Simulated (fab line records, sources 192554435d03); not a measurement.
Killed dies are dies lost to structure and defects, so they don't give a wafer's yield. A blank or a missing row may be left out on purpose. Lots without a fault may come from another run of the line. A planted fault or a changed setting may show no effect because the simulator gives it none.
Chamber matching | flow n5_finfet | N5_BEOL_M0_SAQP_ETCH_49 on rie_diel-04: 4 sister chambers
The step etches SiO2 in CF4/O2, target depth 37 nm. 8 wafers are shown with their chamber, then 8 later ones without.

WAFERS WITH THEIR CHAMBER
wafer  | chamber | drypump_motor_current_A (A) | showerhead_plenum_p_Torr (Torr)
L082.5 | 0       | 5.4                         | 2.29
L082.6 | 3       | 6.8                         | 2.10
L086.1 | 1       | 5.4                         | 2.26
L086.2 | 0       | 5.3                         | 2.29
L090.3 | 2       | 6.1                         | 2.18
L090.4 | 3       | 6.7                         | 2.10
L090.5 | 2       | 6.1                         | 2.18
L092.2 | 1       | 5.4                         | 2.25

WAFERS WITHOUT THEIR CHAMBER
wafer  | drypump_motor_current_A (A) | showerhead_plenum_p_Torr (Torr)
L092.3 | 6.8                         | 2.10
L092.5 | 6.1                         | 2.17
L093.1 | 5.4                         | 2.25
L093.4 | 6.1                         | 2.17
L093.6 | 5.4                         | 2.25
L094.1 | 6.8                         | 2.09
L094.3 | 5.4                         | 2.25
L094.4 | 6.1                         | 2.17

WHICH CHAMBER EACH WENT THROUGH
wafer  | from the rows above | in truth
L092.3 | 3                   | 3
L092.5 | 2                   | 2
L093.1 | 1                   | 1
L093.4 | 2                   | 2
L093.6 | 1                   | 1
L094.1 | 3                   | 3
L094.3 | 1                   | 1
L094.4 | 2                   | 2
Placed correctly: 8 of 8. Can't be placed from these rows: 0. Placed wrongly: 0.
How it was worked out, from the rows above alone: a wafer's distance from a chamber is the root of the sum, over the readings, of the square of ((its reading less the chamber's mean) divided by the reading's scatter). The wafer belongs to the nearest chamber; if the next one is less than 2 further off, it can't be placed. A chamber's mean is the mean of its shown wafers. The scatter: the root of (the sum of the squares of (reading less its chamber's mean) over the shown wafers, divided by (wafers less chambers)).
